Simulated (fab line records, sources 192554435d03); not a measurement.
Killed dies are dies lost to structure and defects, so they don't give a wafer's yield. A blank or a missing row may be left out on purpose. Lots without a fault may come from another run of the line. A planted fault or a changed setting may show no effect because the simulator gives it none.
Tool commonality check | flow n5_finfet | 9 lots, 27 wafers sampled

WHY IT WAS OPENED
At N5_BEOL_M4_THK_MEAS_53 the reading M4_THK is flagged on 2 of 9 lots. Wafers without a fault read 38.2 nm, standard deviation 2.
Rule: a lot is flagged when every wafer of it that has a number lies more than 4 standard deviations from that mean, or none has a number. The other lots count as sound.

lot  | measured     | on            | M4_THK (nm), wafer by wafer | flag
L467 | day 8 08:38  | film_metro-01 | 34.8 35.8 40.0              |
L472 | day 9 10:50  | film_metro-01 | 41.2 39.1 42.0              |
L477 | day 10 14:53 | film_metro-01 | 147.6 136.3 145.1           | FLAGGED
L478 | day 10 19:35 | film_metro-01 | 152.0 139.1 149.3           | FLAGGED
L480 | day 11 03:35 | film_metro-01 | 37.4 37.6 38.5              |
L485 | day 12 15:07 | film_metro-02 | 35.4 35.5 37.4              |
L484 | day 13 01:58 | film_metro-01 | 35.2 36.5 35.2              |
L488 | day 13 15:46 | film_metro-01 | 40.1 40.2 38.7              |
L489 | day 14 01:12 | film_metro-02 | 39.2 40.1 38.9              |
The numbers of the flagged lots are 144.9 nm on average: +106.7 nm against the usual, or +53 standard deviations.

WHICH TOOL RAN EACH LOT
The record holds 3 process steps before the reading, out of a route of 1938 steps. In each cell: the tool, then ch and the chambers that the sampled wafers went through, then the start.
lot  | flag    | N5_BEOL_M4_SPUTTER_92        | N5_BEOL_M4_SPUTTER_96        | N5_BEOL_M4_CMP_52
L467 |         | pvd_sputter-02, day 8 07:07  | pvd_sputter-02, day 8 07:33  | cmp-01 ch 0,1, day 8 08:22
L472 |         | pvd_sputter-03, day 9 09:36  | pvd_sputter-03, day 9 10:02  | cmp-04 ch 0,1,2, day 9 10:32
L477 | FLAGGED | pvd_sputter-01, day 10 13:40 | pvd_sputter-01, day 10 14:06 | cmp-04 ch 0,2,3, day 10 14:43
L478 | FLAGGED | pvd_sputter-03, day 10 18:21 | pvd_sputter-03, day 10 18:47 | cmp-04 ch 0,3, day 10 19:17
L480 |         | pvd_sputter-02, day 11 02:04 | pvd_sputter-02, day 11 02:30 | cmp-03 ch 0,1,3, day 11 03:17
L485 |         | pvd_sputter-03, day 12 13:37 | pvd_sputter-03, day 12 14:03 | cmp-01 ch 1,2, day 12 14:49
L484 |         | pvd_sputter-03, day 13 00:06 | pvd_sputter-03, day 13 00:32 | cmp-01 ch 1,2, day 13 01:43
L488 |         | pvd_sputter-01, day 13 14:32 | pvd_sputter-01, day 13 14:59 | cmp-01 ch 0,3, day 13 15:29
L489 |         | pvd_sputter-01, day 13 23:40 | pvd_sputter-01, day 14 00:07 | cmp-04 ch 0,2,3, day 14 00:55
What these steps do:
- N5_BEOL_M4_SPUTTER_92: material Cu, target thk 4.5 nm, time 8.29 s.
- N5_BEOL_M4_SPUTTER_96: material Cu, target thk 4.5 nm, time 8.29 s.
- N5_BEOL_M4_CMP_52: polishes, stops on SiOC, t overpolish 6.8 s, target thk 40 nm.
- N5_BEOL_M4_THK_MEAS_53: measures by xrf.

FLAGGED OVER TOTAL, TOOL BY TOOL (the gauges that took the reading come last)
step                   | tool           | lots run | flagged | share of the flagged lots | sound lots run after its first flagged lot
N5_BEOL_M4_SPUTTER_92  | pvd_sputter-01 | 3        | 1       | some                      | 2 (L488,L489)
N5_BEOL_M4_SPUTTER_92  | pvd_sputter-02 | 2        | 0       | none                      | -
N5_BEOL_M4_SPUTTER_92  | pvd_sputter-03 | 4        | 1       | some                      | 2 (L485,L484)
N5_BEOL_M4_SPUTTER_96  | pvd_sputter-01 | 3        | 1       | some                      | 2 (L488,L489)
N5_BEOL_M4_SPUTTER_96  | pvd_sputter-02 | 2        | 0       | none                      | -
N5_BEOL_M4_SPUTTER_96  | pvd_sputter-03 | 4        | 1       | some                      | 2 (L485,L484)
N5_BEOL_M4_CMP_52      | cmp-01         | 4        | 0       | none                      | -
N5_BEOL_M4_CMP_52      | cmp-03         | 1        | 0       | none                      | -
N5_BEOL_M4_CMP_52      | cmp-04         | 4        | 2       | all                       | 1 (L489)
N5_BEOL_M4_THK_MEAS_53 | film_metro-01  | 7        | 2       | all                       | 3 (L480,L484,L488)
N5_BEOL_M4_THK_MEAS_53 | film_metro-02  | 2        | 0       | none                      | -

WHAT THE TABLE ALLOWS
2 rows of the table ran every flagged lot: cmp-04 at N5_BEOL_M4_CMP_52, film_metro-01 at N5_BEOL_M4_THK_MEAS_53.
- cmp-04 at N5_BEOL_M4_CMP_52: 2 of its 4 lots flagged. Sound lots ran on it after the first flagged one (L489), which a lasting fault on the whole tool wouldn't allow. Its own readings lie more than 4 standard deviations out on every wafer of the flagged lots: barrier_field_endpoint_s, overpolish_run_s, time_to_endpoint_s.
- film_metro-01 at N5_BEOL_M4_THK_MEAS_53: 2 of its 7 lots flagged. Sound lots ran on it after the first flagged one (L480, L484, L488), which a lasting fault on the whole tool wouldn't allow.
No row of the table ran every flagged lot and no sound lot after the first.

WHAT THE SIMULATOR HAD PUT IN
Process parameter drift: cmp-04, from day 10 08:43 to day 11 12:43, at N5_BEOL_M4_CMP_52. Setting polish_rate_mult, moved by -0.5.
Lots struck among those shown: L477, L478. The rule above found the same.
